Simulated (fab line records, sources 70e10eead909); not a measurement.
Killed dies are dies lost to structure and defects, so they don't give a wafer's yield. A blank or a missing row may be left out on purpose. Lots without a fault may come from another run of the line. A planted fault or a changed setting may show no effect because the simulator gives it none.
fab line records | flow nand_harc
record lots=13 wafers=39 last_day=24
route steps=1159 shown A_M1@1053 A_BONDPAD@1067 END@1159
lots that met no fault: from a run of the same line without faults
start_h: hours from the record's first day to the start of the lot's first wafer shown | wait_h: hours since the lot's step before | " the same as in the row above | L1.1+2: a row that stands for several wafers | - no value, or no start given | * or withheld: withheld | < > ~ a bound
route shown NAME@n: a module of which the file shows steps, and the number in the route of the first | usual: mean/standard deviation of fault-free wafers | same: alike in all rows | chamber/n: place in a boat | sites: the reading at each site | _std_site: their standard deviation | _edge_site: outer sites' mean less inner sites' | radius_mm: how far each site lies from the wafer's centre | mask NAME#n: copy n | behind: the tool/chamber that last shaped the wafer | hold: why the lot was held/for how many hours/how that ended | device: the transistor (n, p or np) that didn't switch | end of line: the same wafers' tests at the end of the route | a step without rows: its recipe alone | killed: dies lost to structure and defects at the first sort, not the wafer's yield | map: a wafer's dies, x killed, . not, _ none there
set.NAME: the setting as run; set.NAME@STEP: as run at that earlier step | model.NAME: the simulator's own value behind a step, which no gauge read
steps of the route over a sample of lots; a table a step, a row a wafer
services: from which hour (start_h, from the record's first day; less than 0 if before it) a tool's chamber was out of use, for how many hours, and why
## steps
# step NHARC_A_M1_THK_MEAS_24
# recipe thk_meas_gauge=xrf
# usual thk_nm=154.0/1.8
# columns lot.wafer tool chamber start_h wait_h thk_nm
L131.1 film_metro-02 - 413.39 - 157.0
L131.4 " - " " 152.1
L131.6 " - " " 157.1
L130.1 film_metro-02 - 413.88 - 154.6
L130.2 " - " " 154.0
L130.5 " - " " 152.0
L132.3 film_metro-01 - 416.17 - 151.0
L132.4 " - " " 150.7
L132.5 " - " " 151.7
L134.1 film_metro-01 - 429.75 - 153.7
L134.3 " - " " 155.8
L134.4 " - " " 155.6
L135.1 film_metro-01 - 433.20 - 154.0
L135.4 " - " " 150.0
L135.5 " - " " 150.3
L136.1 film_metro-01 - 442.86 - 156.4
L136.3 " - " " 153.7
L136.4 " - " " 154.3
L137.1 film_metro-01 - 447.74 - 152.3
L137.3 " - " " 152.8
L137.6 " - " " 154.7
L140.4 film_metro-01 - 464.67 - 154.5
L140.5 " - " " 152.6
L140.6 " - " " 153.7
L141.1 film_metro-02 - 469.82 - 153.4
L141.4 " - " " 154.2
L141.5 " - " " 152.0
L145.1 film_metro-02 - 516.58 - 154.1
L145.2 " - " " 154.0
L145.6 " - " " 156.8
L146.1 film_metro-02 - 517.46 - 157.0
L146.3 " - " " 153.4
L146.6 " - " " 155.1
L147.4 film_metro-01 - 517.99 - 152.9
L147.5 " - " " 153.8
L147.6 " - " " 156.2
L149.2 film_metro-01 - 524.93 - 152.5
L149.3 " - " " 154.4
L149.6 " - " " 154.6
# step NHARC_A_M1_PRE_CLEAN_32
# recipe time_s=12 temp_c=370 rf_power_w=300 gas=NH3
# usual heater_power_w=621/60
# columns lot.wafer tool chamber start_h wait_h heater_power_w
L131.1 pecvd-04 1 413.63 0.1 620
L131.4 " 0 " " 567
L131.6 " 1 " " 621
L130.2 pecvd-01 1 414.11 0.1 642
L130.1 " 2 " " 687
L130.5 " 2 " " 694
L132.3 pecvd-01 0 416.41 0.1 524
L132.5 " 1 " " 738
L132.4 " 2 " " 677
L134.1 pecvd-03 1 429.99 0.1 624
L134.3 " 2 " " 583
L134.4 " 2 " " 572
L135.1 pecvd-03 1 433.44 0.1 661
L135.4 " 0 " " 529
L135.5 " 1 " " 651
L136.1 pecvd-01 1 443.09 0.1 726
L136.3 " 2 " " 705
L136.4 " 0 " " 531
L137.1 pecvd-01 0 447.97 0.1 608
L137.3 " 1 " " 705
L137.6 " 2 " " 579
L140.4 pecvd-04 0 464.93 0.1 669
L140.6 " 1 " " 607
L140.5 " 2 " " 704
L141.1 pecvd-01 1 470.12 0.1 609
L141.5 " 0 " " 582
L141.4 " 2 " " 636
L145.1 pecvd-01 2 516.86 0.1 592
L145.2 " 0 " " 561
L145.6 " 1 " " 715
L146.3 pecvd-03 2 517.73 0.1 639
L146.1 " 0 " " 479
L146.6 " 0 " " 496
L147.6 pecvd-03 0 518.86 0.7 599
L147.4 " 1 " " 652
L147.5 " 2 " " 660
L149.3 pecvd-01 0 525.16 0.1 581
L149.2 " 2 " " 671
L149.6 " 1 " " 586
# step NHARC_A_M1_DEP_33
# recipe target_thk_a=300 temp_c=370 target_thk_nm=30 pressure_torr=3 flow_sccm=200 rf_w=450 material=SiCN
# usual heater_power_w=568/64
# columns lot.wafer tool chamber start_h wait_h heater_power_w
L131.1 pecvd-04 1 413.73 0.1 515
L131.4 " 0 " " 532
L131.6 " 1 " " 531
L130.2 pecvd-01 1 414.19 0.1 596
L130.1 " 2 " " 604
L130.5 " 2 " " 598
L132.3 pecvd-01 0 416.49 0.1 454
L132.5 " 1 " " 605
L132.4 " 2 " " 537
L134.1 pecvd-03 1 430.10 0.1 605
L134.3 " 2 " " 586
L134.4 " 2 " " 582
L135.1 pecvd-03 1 433.55 0.1 575
L135.4 " 0 " " 420
L135.5 " 1 " " 566
L136.1 pecvd-01 1 443.20 0.1 665
L136.3 " 2 " " 549
L136.4 " 0 " " 533
L137.1 pecvd-01 0 448.05 0.1 467
L137.3 " 1 " " 680
L137.6 " 2 " " 591
L140.4 pecvd-04 0 465.10 0.2 564
L140.6 " 1 " " 480
L140.5 " 2 " " 642
L141.1 pecvd-01 1 470.23 0.1 563
L141.5 " 0 " " 527
L141.4 " 2 " " 560
L145.1 pecvd-01 2 516.97 0.1 622
L145.2 " 0 " " 499
L145.6 " 1 " " 560
L146.3 pecvd-03 2 517.84 0.1 565
L146.1 " 0 " " 478
L146.6 " 0 " " 495
L147.6 pecvd-03 0 519.03 0.2 530
L147.4 " 1 " " 530
L147.5 " 2 " " 632
L149.3 pecvd-01 0 525.24 0.1 504
L149.2 " 2 " " 627
L149.6 " 1 " " 665
# step NHARC_A_BONDPAD_SOFTBAKE_04
# recipe temp_c=125 time_s=70
# usual heater_power_total_W=201.0/1.3
# columns lot.wafer tool chamber start_h wait_h heater_power_total_W
L131.1 litho_track-03 0 415 - 202.7
L131.4 " 0 " " 200.7
L131.6 " 0 " " 202.6
L130.1 litho_track-07 0 415 - 199.9
L130.2 " 0 " " 202.6
L130.5 " 0 " " 202.2
L132.3 litho_track-07 0 417 - 200.2
L132.4 " 0 " " 200.8
L132.5 " 0 " " 200.4
L134.1 litho_track-07 0 431 - 199.2
L134.3 " 0 " " 201.2
L134.4 " 0 " " 201.4
L135.1 litho_track-07 0 434 - 199.3
L135.4 " 0 " " 200.7
L135.5 " 0 " " 201.8
L136.1 litho_track-07 0 444 - 201.9
L136.3 " 0 " " 202.5
L136.4 " 0 " " 198.8
L137.1 litho_track-05 0 449 - 200.4
L137.3 " 0 " " 200.4
L137.6 " 0 " " 201.3
L140.4 litho_track-05 0 466 - 232.8
L140.5 " 0 " " 235.1
L140.6 " 0 " " 234.8
L141.1 litho_track-05 0 471 - 232.5
L141.4 " 0 " " 236.6
L141.5 " 0 " " 233.1
L145.1 litho_track-03 0 518 - 198.9
L145.2 " 0 " " 201.9
L145.6 " 0 " " 201.0
L146.1 litho_track-07 0 519 - 202.3
L146.3 " 0 " " 202.6
L146.6 " 0 " " 200.4
L147.4 litho_track-03 0 520 - 198.9
L147.5 " 0 " " 202.4
L147.6 " 0 " " 202.6
L149.2 litho_track-03 0 526 - 202.6
L149.3 " 0 " " 198.8
L149.6 " 0 " " 202.6
# step NHARC_END_SORT_01
# recipe temp_c=25
# usual defect_limited_yield=95.3/1.7 killed_at_array=28/11 killed_at_other=0.8/1.1 killed_at_periphery=3.3/2.8 killed_dies=32/11 killed_open=3.3/1.9 killed_short=1.9/1.4 sort_bin_2_pct=1.4/0.68 sort_bin_3_pct=0.25/0.24 sort_bin_4_pct=3.0/1.1 sort_n_pass=645/11 sort_rim_yield_pct=95.3/2.5 sort_yield_pct=95.3/1.7
# same gross_dies=677 sort_bin_5_pct[%]=0 sort_bin_6_pct[%]=0 sort_bin_7_pct[%]=0 sort_bin_8_pct[%]=0 sort_rim_n_gross=106.00
# columns lot.wafer tool chamber start_h wait_h defect_limited_yield[%] killed_at_array killed_at_other killed_at_periphery killed_dies killed_open killed_short sort_bin_2_pct[%] sort_bin_3_pct[%] sort_bin_4_pct[%] sort_n_pass sort_rim_yield_pct[%] sort_yield_pct[%]
L146.1 prober-01 0 553.10 2.5 97.2 18 0 1 19 1 2 0.9 0 1.9 658 99.1 97.2
L146.3 prober-01 0 554.73 3.1 98.2 9 0 3 12 4 1 0.7 0 1.0 665 100.0 98.2
L146.6 prober-01 0 557.17 4.1 97.8 14 0 1 15 1 1 0.4 0.30 1.5 662 100.0 97.8
L145.1 prober-02 0 553.15 2.5 92.5 46 1 4 51 4 3 2.7 0.44 4.4 626 95.3 92.5
L145.2 prober-02 0 553.95 2.8 92.8 49 0 0 49 1 1 2.8 0.30 4.1 628 99.1 92.8
L145.6 prober-02 0 557.16 4.0 92.8 48 1 0 49 1 2 1.5 1.03 4.7 628 93.4 92.8
# killed by level:class
L146.1 A_CONTACT:chamber_film_flake=14 A_ONON_D1:geometric_particle:short=1 A_CONTACT:geometric_particle:short=1 A_M0:geometric_particle:open=1 P_STI:chamber_film_flake=1 A_CHANNEL_HOLE_D1:chamber_film_flake=1
L145.1 A_CHANNEL_HOLE_D1:chamber_film_flake=21 A_CONTACT:chamber_film_flake=10 A_SLIT:chamber_film_flake=10 P_STI:geometric_particle:short=1 P_GATE:geometric_particle:open=1 P_M0:geometric_particle:short=1 A_SOURCE_PLATE:geometric_particle:open=1 A_CHANNEL_FILL_D1:geometric_particle:short=1
L145.2 A_CHANNEL_HOLE_D1:chamber_film_flake=26 A_SLIT:chamber_film_flake=10 A_CONTACT:chamber_film_flake=7 A_STAIRCASE:chamber_film_flake=3 A_WL_FILL:geometric_particle:short=1 A_BLC:geometric_particle:open=1 A_ZERO_WELL:chamber_film_flake=1
L146.3 A_CHANNEL_HOLE_D1:chamber_film_flake=3 A_CHANNEL_FILL_D1:geometric_particle:open=2 P_STI:chamber_film_flake=2 A_CONTACT:chamber_film_flake=2 P_CONTACT:geometric_particle:open=1 A_WL_FILL:geometric_particle:short=1 A_CONTACT:geometric_particle:open=1
L145.6 A_CHANNEL_HOLE_D1:chamber_film_flake=23 A_SLIT:chamber_film_flake=14 A_CONTACT:chamber_film_flake=7 A_STAIRCASE:chamber_film_flake=2 A_ONON_D1:geometric_particle:open=1 A_WL_FILL:geometric_particle:short=1 STARTING-WAFER:geometric_particle:short=1
L146.6 A_CHANNEL_HOLE_D1:chamber_film_flake=6 A_WL_FILL:chamber_film_flake=2 A_CONTACT:chamber_film_flake=2 A_WL_FILL:geometric_particle:short=1 A_CONTACT:geometric_particle:open=1 P_STI:chamber_film_flake=1 A_STAIRCASE:chamber_film_flake=1 A_SLIT:chamber_film_flake=1
## services
# columns tool chamber start_h hours kind
litho_track-05 - 412.01 7.0 pm
pecvd-01 - 418.50 13.0 pm
pecvd-01 0 418.50 13.0 vent_cycle
pecvd-01 1 418.50 13.0 vent_cycle
pecvd-01 2 418.50 13.0 vent_cycle
pecvd-01 0 431.50 - clean
pecvd-01 1 431.50 - clean
pecvd-01 2 431.50 - clean
pecvd-03 - 473.48 13.0 pm
pecvd-03 0 473.48 13.0 vent_cycle
pecvd-03 1 473.48 13.0 vent_cycle
pecvd-03 2 473.48 13.0 vent_cycle
pecvd-03 0 486.48 - clean
pecvd-03 1 486.48 - clean
pecvd-03 2 486.48 - clean
pecvd-03 - 511.88 1.7 repair
## key
first_sign step=NHARC_A_BONDPAD_SOFTBAKE_04 reading=heater_power_total_W direction=up sigmas=25 usual=* struck=*
effect none on later readings
met_at NHARC_A_BONDPAD_SOFTBAKE_04
struck_lots L140,L141
not_acting_at NHARC_A_M1_THK_MEAS_24,NHARC_A_M1_PRE_CLEAN_32,NHARC_A_M1_DEP_33
onset_between 449 466
fault kind=process_parameter_drift tool=litho_track-05 chamber=- onset_h=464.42 steps=NHARC_A_BONDPAD_SOFTBAKE_04 channel=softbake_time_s offset=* shape=step end_h=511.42 acts_in=* stated=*
